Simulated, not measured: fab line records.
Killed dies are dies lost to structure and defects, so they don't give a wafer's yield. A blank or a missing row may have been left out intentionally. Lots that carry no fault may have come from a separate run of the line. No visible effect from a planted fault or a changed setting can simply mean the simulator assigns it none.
A lot that was struck, set against a sound lot :: flow n5 finfet :: 36 steps out of a route of 1938
Sound: these wafers, L850.1, L850.4, L850.6. Struck: wafers L854.2, L854.4, L854.6. At the end, the cause is stated.
At each step with rows: each side's tool, then ch and its chambers, then its first start. Under that, the readings that differ: sound wafers :: struck wafers :: difference of the means :: sigmas: that difference in standard deviations of wafers without a fault.
alike: words and numbers the same on both sides, and readings whose means are apart by under 2 such deviations; not compared: readings that were withheld, readings missing a value for some wafer, numbers with overlapping values and no deviation given by the record, and bounds like >300 which may hide the same value.
The two part at a step that has a row with sigmas, a row that says differs or no value, or rows on one side only. Numbers that have no deviation but don't overlap get no sigmas and don't part them. A reading that every wafer of one side lacks parts them only if that side has two wafers or more.

first, 9 steps without rows for these wafers: N5_WELL_APT_SOFTBAKE_20 (time 60 s); N5_WELL_APT_EXPOSE_22 (exposes mask PWELL, defocus 0 nm, target cd 200 nm); N5_WELL_APT_PEB_23 (peb time 90 s); N5_WELL_APT_DEVELOP_24 (develop time 45 s); N5_WELL_APT_HARDBAKE_29 (time 120 s); N5_WELL_APT_DESCUM_30 (chemistry O2, time 7.9 s); N5_WELL_APT_IMPLANT_31; N5_WELL_APT_IMPLANT_32; N5_WELL_APT_STRIP_33 (strips in SPM, time 900 s).
N5_WELL_APT_RTA_34: time 10 s.
  sound on rtp anneal-01 ch 0, day 2 21:40; struck on rtp anneal-01 ch 0, day 3 22:56
reading: lamp power pct (%)
sound: 13.10 13.08 13.11
struck: 12.13 12.09 12.01
difference: -1.02
sigmas: -18

reading: lamp_zone_1_pct (%)
sound: 13.01 12.95 12.96
struck: 12.01 12.06 12.06
difference: -0.93
sigmas: -30

reading: lamp_zone_2_pct (%)
sound: 13.01 13.02 13.02
struck: 12.01 12.08 12.09
difference: -0.96
sigmas: -31

reading: lamp_zone_3_pct (%)
sound: 12.985 13.052 12.979
struck: 12.015 12.072 12.053
difference: -0.959
sigmas: -34

reading: lamp_zone_4_pct (%)
sound: 13.01 12.99 13.02
struck: 12.03 12.04 12.05
difference: -0.97
sigmas: -28

reading: lamp_zone_5_pct (%)
sound: 12.98 13.01 13.02
struck: 12.08 12.00 12.03
difference: -0.97
sigmas: -28

reading: lamp_zone_6_pct (%)
sound: 12.96 12.93 12.95
struck: 12.00 12.00 11.98
difference: -0.95
sigmas: -28

reading: lamp_zone_7_pct (%)
sound: 13.41 13.39 13.41
struck: 12.47 12.49 12.46
difference: -0.93
sigmas: -29
  alike: wafer_temp_C_max
then, 25 steps without rows for these wafers: N5_WELL_APT_OXIDE_STRIP_42 (strips SiO2 in dHF, time 45 s, target depth 12 nm); N5_WELL_APT_PRECLEAN_36 (cleans in O3/DIW, time 45 s); N5_WELL_APT_PRECLEAN_39 (cleans in dHF, time 60 s); N5_WELL_APT_SRD_37 (time 30 s); N5_WELL_APT_EPI_41 (deposits Si from SiH4/H2, target thk 50 nm, time 297.7 s); N5_PMOS_HMC_CHANNEL_EPI_HM_DEP_34 (deposits SiO2 from TEOS/O2, target thk 36 nm, time 6.9 s); N5_PMOS_HMC_CHANNEL_EPI_COAT_31 (time 60 s, resist thk 66 nm); N5_PMOS_HMC_CHANNEL_EPI_COAT_03 (resist thk 205 nm); N5_PMOS_HMC_CHANNEL_EPI_EBR_05; N5_PMOS_HMC_CHANNEL_EPI_SOFTBAKE_04 (time 60 s); N5_PMOS_HMC_CHANNEL_EPI_EXPOSE_06 (exposes mask PMOS HMC BLK, target cd 240 nm); N5_PMOS_HMC_CHANNEL_EPI_PEB_07 (peb time 60 s); N5_PMOS_HMC_CHANNEL_EPI_DEVELOP_08 (develop time 30 s); N5_PMOS_HMC_CHANNEL_EPI_DESCUM_14 (chemistry O2, time 7.9 s); N5_PMOS_HMC_CHANNEL_EPI_ETCH_32 (etches BARC in N2/H2, stops on SiO2, target depth 85.8 nm, time 50.3 s); N5_PMOS_HMC_CHANNEL_EPI_HM_OPEN_15 (chemistry CHF3/O2, target SiO2, target depth 40.6 nm, time 20.3 s); N5_PMOS_HMC_CHANNEL_EPI_STRIP_33 (strips in N2/H2); N5_PMOS_HMC_CHANNEL_EPI_STRIP_17 (strips in SPM, time 750 s); N5_PMOS_HMC_CHANNEL_EPI_ETCH_38 (etches SiO2 in CF4, target depth 1.5 nm); N5_PMOS_HMC_CHANNEL_EPI_FIN_RECESS_16 (chemistry HBr/Cl2, target Si, target depth 54 nm, time 18 s); N5_PMOS_HMC_CHANNEL_EPI_PRECLEAN_36 (cleans in O3/DIW, time 45 s); N5_PMOS_HMC_CHANNEL_EPI_PRECLEAN_18 (cleans in DHF, time 30 s); N5_PMOS_HMC_CHANNEL_EPI_SRD_19 (time 30 s); N5_PMOS_HMC_CHANNEL_EPI_EPI_20 (deposits SiGe30, target thk 59 nm); N5_PMOS_HMC_CHANNEL_EPI_HM_STRIP_35 (strips SiO2 in dHF, material SiO2, target depth 39.6 nm, time 216 s).
-- here the record skips 7 days between the struck wafers' starts before and after, leaving off in module PMOS_HMC_CHANNEL_EPI and picking up in module BEOL_M4 (first step shown: number 1111 of the route) --
N5_BEOL_M4_RC_MEAS_101:
  sound on prober-01 ch 0, day 9 13:31; struck on prober-01 ch 0, day 10 16:23
reading: IOFF_N_LONG (nA/um)
sound: 5.69e-05 5.53e-05 5.67e-05
struck: 6.32e-05 6.32e-05 6.3e-05
difference: +6.83e-06
sigmas: +4
  alike: DIBL_N, DIBL_P, IOFF_N, IOFF_P, ION_N, ION_P, SS_N, SS_P, VT_N, VT_P

WHERE THEY PART
Earliest at N5_WELL_APT_RTA_34; latest, in this record, at N5_BEOL_M4_RC_MEAS_101.

WHY: what the simulator had put in
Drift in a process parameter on rtp anneal-01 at N5_WELL_APT_RTA_34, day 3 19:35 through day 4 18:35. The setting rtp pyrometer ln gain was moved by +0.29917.
